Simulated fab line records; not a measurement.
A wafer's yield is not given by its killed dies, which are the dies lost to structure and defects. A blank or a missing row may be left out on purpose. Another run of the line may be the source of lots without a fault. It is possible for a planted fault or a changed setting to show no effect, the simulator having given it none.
One fault seen from 2 desks + flow n5 finfet + what lay behind the numbers comes last; until then each desk has only its own

== AT THE METROLOGY DESK ==
What the gauges read, lot by lot, whatever tool the lot ran on: means of the sampled wafers that have a number. A lot is out of limits, marked OUT, if its mean lies more than 4 standard deviations from the usual mean; the brackets give that distance. Of its 11 readings 7 are shown: the one that was out of limits first, and those that lie furthest out on some lot.
Columns: A = thk nm at N5_FIN_SAQP_THK_MEAS_07, usual 59.9 nm; B = DIBL_N at N5_BEOL_M4_RC_MEAS_101, usual 36.2 mV/V; C = DIBL_P at N5_BEOL_M4_RC_MEAS_101, usual 36.1 mV/V; D = IOFF_P at N5_BEOL_M4_RC_MEAS_101, usual 0.22 nA/um; E = SS_N at N5_BEOL_M4_RC_MEAS_101, usual 71.5 mV/dec; F = VT_N at N5_BEOL_M4_RC_MEAS_101, usual 250 mV; G = VT_P at N5_BEOL_M4_RC_MEAS_101, usual -249 mV
| lot  | first seen here | A               | B    | C    | D    | E    | F   | G    |
|------|-----------------|-----------------|------|------|------|------|-----|------|
| L420 | day 3 15:35     | 59.3            | 36.5 | 36.8 | 0.26 | 71.7 | 248 | -244 |
| L426 | day 5 04:10     | 63.2            | 39.1 | 39.8 | 0.26 | 72.5 | 246 | -247 |
| L432 | day 6 15:49     | 66.3 (+7.0) OUT | 37.9 | 38.1 | 0.24 | 72.3 | 250 | -250 |
| L433 | day 6 22:25     | 68.0 (+8.9) OUT | 36.0 | 33.5 | 0.21 | 71.3 | 250 | -250 |
| L436 | day 7 15:25     | 61.3            | 33.8 | 33.7 | 0.16 | 70.7 | 256 | -255 |
Finding of this desk: L432, L433 out of limits; the first was L432 at day 6 15:49, on thk nm at N5_FIN_SAQP_THK_MEAS_07. In limits: L420, L426, L436.

== THE TOOL OWNER'S DESK: pecvd-02 ==
The tool's own readings at N5_FIN_SAQP_PECVD_06 (deposits a-Si from SiH4/He, target thk 60 nm, time 48.1 s): means of the sampled wafers that have a number, for each lot that ran on this tool. A lot is out of limits, marked OUT, if its mean lies more than 4 standard deviations from the usual mean; the brackets give that distance.
Columns: A = heater power w at N5_FIN_SAQP_PECVD_06, usual 822 W; B = showerhead plenum p Torr at N5_FIN_SAQP_PECVD_06, usual 5.64 Torr; C = showerhead vpp V at N5_FIN_SAQP_PECVD_06, usual 618 V; D = throttle valve pct at N5_FIN_SAQP_PECVD_06, usual 18.3 %
| lot  | first seen here | A   | B    | C   | D    |
|------|-----------------|-----|------|-----|------|
| L420 | day 3 15:30     | 780 | 5.62 | 621 | 17.6 |
| L426 | day 5 04:05     | 837 | 5.67 | 605 | 18.9 |
| L432 | day 6 15:43     | 796 | 5.61 | 627 | 17.8 |
| L433 | day 6 22:19     | 862 | 5.60 | 613 | 18.4 |
Finding of this desk: none of the 4 lots has anything out of limits.

== BROUGHT TOGETHER ==
At day 6 15:49 the metrology desk could have sounded an alarm, on L432, L433.
Nothing out of limits was seen by the tool owner's desk.
The tool owner's desk has L432, L433 on record, within its limits.
The lots listed all ran N5_FIN_SAQP_PECVD_06 on pecvd-02.

== WHAT THE SIMULATOR PUT IN ==
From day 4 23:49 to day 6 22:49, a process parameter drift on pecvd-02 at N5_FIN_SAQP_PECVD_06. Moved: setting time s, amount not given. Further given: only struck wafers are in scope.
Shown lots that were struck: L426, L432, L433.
Per desk, hours elapsed from the start of the fault to the first reading out of limits: for the metrology desk, 40.
